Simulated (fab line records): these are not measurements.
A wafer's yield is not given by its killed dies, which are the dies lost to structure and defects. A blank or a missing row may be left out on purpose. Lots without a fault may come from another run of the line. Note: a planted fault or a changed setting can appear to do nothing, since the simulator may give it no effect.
A lot that was struck, set against a sound lot | flow n5Finfet | 14 out of 1938 route steps
Sound: these wafers, L502.3, L502.4, L502.6. Struck: wafers L496.3, L496.4, L496.5. The cause is given at the end.
For every step that has rows: the tool of each side, followed by ch and its chambers, followed by its first start. Under that, the readings that differ: sound wafers | struck wafers | difference of the means | sigmas: that difference in standard deviations of wafers without a fault.
alike: words and numbers the same on both sides, and readings whose means are apart by under 2 such deviations; not compared: readings that were withheld, readings missing a value for some wafer, numbers with overlapping values and no deviation given by the record, and bounds like >300 which may hide the same value.
A row with sigmas, a row that says differs or no value, or rows on one side alone: a step with any of these is where the two part. Numbers that have no deviation but don't overlap get no sigmas and don't part them. A reading that every wafer of one side lacks parts them only if that side has two wafers or more.

first, 1 step without rows for these wafers: N5_WELL_APT_HARDBAKE_12 (time 120 s).
N5_WELL_APT_CD_MEAS_08: the cd target is 200 nm.
  sound on cdSem-01 ch 0, day 4 13:41; struck on cdSem-01 ch 0, day 3 01:49
  alike: cdNm
N5_WELL_APT_OVL_MEAS_09:
  sound on overlay-01 ch 0, day 4 13:43; struck on overlay-02 ch 0, day 3 01:50
reading        | sound | struck    | difference | sigmas
NWELL_OVL (nm) | 5 5 6 | -10 -6 -2 | -11        | -2
N5_WELL_APT_INSPECT_10: inspects for defects (macro).
  sound: defectInspect-01 at day 4 13:44; struck: defectInspect-01 at day 3 01:52
  alike: rawDefectCount
N5_WELL_APT_DESCUM_13: chemistry O2, time 7.9 s.
  sound on rieDiel-05 ch 0,1, day 4 14:12; struck on rieDiel-01 ch 0,3, day 3 01:54
  alike: drypumpMotorCurrentA, oesProductAu, rfVppV, showerheadPlenumPTorr, throttleValvePct
  not compared: rfHoursCounterH
then, 7 steps without rows for these wafers: N5_WELL_APT_IMPLANT_14; N5_WELL_APT_IMPLANT_15; N5_WELL_APT_STRIP_16 (strips in SPM, time 900 s); N5_WELL_APT_HMDS_18 (time 60 s); N5_WELL_APT_COAT_19 (resist thk 950 nm); N5_WELL_APT_EBR_21; N5_WELL_APT_SOFTBAKE_20 (time 60 s).
N5_WELL_APT_EXPOSE_22: exposes mask PWELL, defocus 0 nm, target cd 200 nm.
  sound on krfScanner-01 ch 0, day 4 15:13; struck on krfScanner-02, day 3 02:54
  no value came back on the struck wafers for exposureDoseMJCm2, focusOffsetNm (nm); on the sound wafers exposureDoseMJCm2 reads 23.216 23.240 23.222
  alike: mask
then, 1 step without rows for these wafers: N5_WELL_APT_PEB_23 (peb time 90 s).

## WHERE THEY PART
At N5_WELL_APT_OVL_MEAS_09 first; at N5_WELL_APT_EXPOSE_22 last (within this record only).

WHY: what the simulator had put in
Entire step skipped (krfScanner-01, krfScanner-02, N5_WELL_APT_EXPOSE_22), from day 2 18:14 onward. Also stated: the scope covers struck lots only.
